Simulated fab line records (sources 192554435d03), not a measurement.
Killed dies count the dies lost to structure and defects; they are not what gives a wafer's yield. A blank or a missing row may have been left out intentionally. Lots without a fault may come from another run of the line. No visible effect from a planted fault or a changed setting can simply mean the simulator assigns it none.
Which tool did it? ; flow n5-finfet ; 11 lots, 33 wafers sampled, at 3 steps of a route of 1938

## WHAT THE GAUGES READ, wafer by wafer
N5_BEOL_M11_OCD_MEAS_38.
lot;measured;on;trench-depth-nm (nm)
L076;day 11 06:54;ocd-01;147.4 148.2 147.1
L075;day 12 04:12;ocd-02;146.7 147.4 147.8
L083;day 13 00:49;ocd-02;147.8 150.0 146.8
L080;day 13 14:32;ocd-01;147.0 151.1 151.4
L084;day 13 22:40;ocd-01;150.2 147.3 151.3
L087;day 14 06:07;ocd-02;149.7 149.6 148.6
L086;day 14 19:04;ocd-02;146.8 145.1 148.2
L090;day 15 02:21;ocd-01;149.4 144.0 150.7
L093;day 16 02:17;ocd-01;151.8 147.1 147.6
L095;day 16 11:53;ocd-02;149.9 152.5 148.9
L097;day 17 09:52;ocd-02;150.1 150.0 150.0

## WHAT TOOL EACH LOT RAN ON (gives the tool, then ch and the chambers of the sampled wafers, and finally the start)
lot;N5_BEOL_M11_STRIP_36;N5_BEOL_M11_ETCH_41
L076;rie-diel-02 ch 1,2,3, day 11 06:40;rie-diel-02 ch 1,2,3, day 11 06:54 or earlier
L075;rie-diel-04 ch 0,1, day 12 03:58;rie-diel-04 ch 0,1, day 12 04:12 or earlier
L083;rie-diel-04 ch 0,2,3, day 13 00:36;rie-diel-04 ch 0,2,3, day 13 00:49 or earlier
L080;rie-diel-05 ch 0,2, day 13 14:19;rie-diel-05 ch 0,2, day 13 14:32 or earlier
L084;rie-diel-05 ch 0,2, day 13 22:26;rie-diel-05 ch 0,2, day 13 22:40 or earlier
L087;rie-diel-02 ch 1,3, day 14 05:53;rie-diel-02 ch 1,3, day 14 06:07 or earlier
L086;rie-diel-04 ch 0,1,2, day 14 18:51;rie-diel-04 ch 0,1,2, day 14 19:04 or earlier
L090;rie-diel-05 ch 1,2,3, day 15 02:08;rie-diel-05 ch 1,2,3, day 15 02:21 or earlier
L093;rie-diel-02 ch 0,3, day 16 02:04;rie-diel-02 ch 0,3, day 16 02:17 or earlier
L095;rie-diel-04 ch 2,3, day 16 11:40;rie-diel-04 ch 2,3, day 16 11:53 or earlier
L097;rie-diel-05 ch 1,3, day 17 09:38;rie-diel-05 ch 1,3, day 17 09:52 or earlier
- N5_BEOL_M11_STRIP_36: strips in N2/H2.
- N5_BEOL_M11_ETCH_41: etches SiCN in CH3F/O2, target depth 42.6 nm, time 86 s.

## THE ANSWER, worked out from the rows above alone
Rule: the lots themselves supply what counts as usual. The widest of any qualifying gaps counts: lots, ordered by their means at a reading, are off when they make up no more than a third of the lots, leave a main group of 4 or more, and stand apart from it by 3 or more times the standard deviation of that group's means. A main group whose means are all the same, to the digits that the tables above print for the reading, isn't used. Also off: a lot with no number at a reading for which 4 or more lots have one. The other lots that the step has rows for count as sound.
Nothing can be told from this: no lot is off at any reading shown.

## WHAT HAD BEEN PUT IN BY THE SIMULATOR
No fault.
